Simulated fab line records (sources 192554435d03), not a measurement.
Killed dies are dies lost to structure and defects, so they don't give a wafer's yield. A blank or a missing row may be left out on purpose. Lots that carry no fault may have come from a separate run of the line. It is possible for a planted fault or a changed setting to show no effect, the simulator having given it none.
Matching of chambers ; flow n5-finfet ; 4 sister chambers for N5_BEOL_M7_ETCH_65 on rie-diel-01
The step etches SiARC in CF4, target depth 15.6 nm, time 26 s. 4 wafers are shown with their chamber, then 8 later ones without.

## WAFERS, EACH WITH ITS CHAMBER
wafer;chamber;showerhead-plenum-p-Torr (Torr)
L083.1;0;2.25
L083.5;2;2.11
L083.6;3;2.17
L090.3;1;2.25

## WAFERS WITHOUT THEIR CHAMBER
wafer;showerhead-plenum-p-Torr (Torr)
L090.5;2.25
L090.6;2.25
L091.1;2.25
L091.2;2.11
L091.3;2.25
L091.4;2.16
L091.5;2.25
L091.6;2.25

## WHICH CHAMBER EACH WENT THROUGH
wafer;from the rows above;in truth
L090.5;can't be placed: 0 or 1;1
L090.6;can't be placed: 0 or 1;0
L091.1;can't be placed: 0 or 1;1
L091.2;2;2
L091.3;can't be placed: 0 or 1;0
L091.4;3;3
L091.5;can't be placed: 0 or 1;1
L091.6;can't be placed: 0 or 1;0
Correct placement for 2 of the 8. Cannot be placed on the basis of these rows: 6; the candidates contain the true chamber in 6. Wrongly placed: 0.
How it was worked out, from the rows above alone: a wafer's distance from a chamber is the root of the sum, over the readings, of the square of ((its reading less the chamber's mean) divided by the reading's scatter). If the next closest chamber is less than 2 further off than the closest, the wafer can't be placed; otherwise it belongs to the closest. A chamber's mean is the mean of its shown wafers. The scatter: with one shown wafer a chamber, the root of the mean of the squares of how far each hidden wafer lies from its nearest shown one.
